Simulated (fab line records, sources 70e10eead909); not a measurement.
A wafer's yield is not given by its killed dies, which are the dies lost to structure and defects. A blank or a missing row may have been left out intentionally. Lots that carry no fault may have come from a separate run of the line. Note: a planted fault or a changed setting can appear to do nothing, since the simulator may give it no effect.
Which tool is to blame? | flow nand harc | 11 lots with 33 wafers sampled at 4 steps, on a route of 1302 steps

== WHAT THE GAUGES SHOWED, per wafer ==
NHARC_P_BONDPAD_THK_MEAS_33: measures by ellipsometry.
lot  | measured     | on            | thk nm (nm)
L826 | day 7 05:49  | film metro-01 | 200.9 198.8 202.3
L829 | day 8 16:35  | film metro-01 | 200.5 202.0 202.4
L830 | day 8 22:05  | film metro-01 | 198.2 201.6 199.4
L831 | day 9 14:11  | film metro-01 | 201.8 200.0 199.4
L834 | day 10 14:04 | film metro-01 | 199.5 198.6 200.1
L835 | day 11 02:00 | film metro-02 | 201.0 202.6 203.1
L836 | day 11 12:30 | film metro-02 | 197.3 201.6 201.9
L844 | day 14 14:11 | film metro-02 | 246.7 244.5 248.7
L845 | day 15 08:56 | film metro-02 | 247.0 261.2 253.1
L846 | day 15 16:39 | film metro-01 | 243.6 250.7 249.7
L847 | day 16 01:37 | film metro-01 | 197.5 199.7 200.9

== WHICH TOOL RAN EACH LOT (tool, then ch and the chambers of the sampled wafers, then the start) ==
lot  | NHARC_P_M2_STRIP_18                | NHARC_P_M2_PRE_CLEAN_30                 | NHARC_P_BONDPAD_CMP_32
L826 | rie diel-08 ch 0,3, day 7 02:23    | pvd sputter-01, day 7 04:26 or earlier  | cmp-04 ch 1,2, day 7 05:35
L829 | rie diel-02 ch 1,2, day 8 13:13    | pvd sputter-03, day 8 15:13 or earlier  | cmp-02 ch 1,2, day 8 16:22
L830 | rie diel-08 ch 1,2,3, day 8 18:44  | pvd sputter-02, day 8 20:43 or earlier  | cmp-02 ch 0,3, day 8 21:52
L831 | rie diel-08 ch 0,3, day 9 10:47    | pvd sputter-02, day 9 12:49 or earlier  | cmp-03 ch 0,2,3, day 9 13:56
L834 | rie diel-08 ch 0,1,2, day 10 10:35 | pvd sputter-03, day 10 12:41 or earlier | cmp-03 ch 1,2, day 10 13:49
L835 | rie diel-02 ch 0,2, day 10 22:35   | pvd sputter-03, day 11 00:37 or earlier | cmp-04 ch 0,2,3, day 11 01:46
L836 | rie diel-02 ch 0,1, day 11 09:07   | pvd sputter-03, day 11 11:08 or earlier | cmp-04 ch 0,3, day 11 12:15
L844 | rie diel-08 ch 0,2,3, day 14 10:46 | pvd sputter-03, day 14 12:46 or earlier | cmp-03 ch 0,1,2, day 14 13:56
L845 | rie diel-02 ch 0,3, day 15 05:29   | pvd sputter-01, day 15 07:34 or earlier | cmp-04 ch 0,2,3, day 15 08:43
L846 | rie diel-08 ch 0,1, day 15 13:03   | pvd sputter-02, day 15 15:06 or earlier | cmp-03 ch 1,3, day 15 16:25
L847 | rie diel-09 ch 0,3, day 15 22:13   | pvd sputter-01, day 16 00:14 or earlier | cmp-04 ch 0,1, day 16 01:22
- NHARC_P_M2_STRIP_18: strips in N2/H2.
- NHARC_P_M2_PRE_CLEAN_30: time 30 s.
- NHARC_P_BONDPAD_CMP_32: polishes SiCN, target thk 200 nm.

== THE ANSWER, worked out from the rows above alone ==
Rule: usual is defined by the lots themselves. Put in order of their means at a reading, lots are off if they are a third of the lots or fewer, leave a main group of 4 or more, and stand apart from it by a gap of 3 or more times the standard deviation of the main group's means; of several such gaps the widest counts. A main group is skipped when, at the precision printed for the reading in the tables above, its means are all equal. Also off: a lot with no number at a reading for which 4 or more lots have one. The other lots that the step has rows for count as sound.
Off at NHARC_P_BONDPAD_THK_MEAS_33 (thk nm): L844, L845, L846. Mean 200.5 nm and standard deviation 0.97 in the main group.
If a tool, at a process step before that reading, ran all the lots that are off and no sound lot after the first of them, it fits. Gauges at NHARC_P_BONDPAD_THK_MEAS_33: tried the same way as those tools. Because NHARC_P_M2_PRE_CLEAN_30 lacks a start for some lots, the hours and order of its lots are taken from NHARC_P_M2_THK_MEAS_24. Of those tried, none fits.

== WHAT HAD BEEN PUT IN BY THE SIMULATOR ==
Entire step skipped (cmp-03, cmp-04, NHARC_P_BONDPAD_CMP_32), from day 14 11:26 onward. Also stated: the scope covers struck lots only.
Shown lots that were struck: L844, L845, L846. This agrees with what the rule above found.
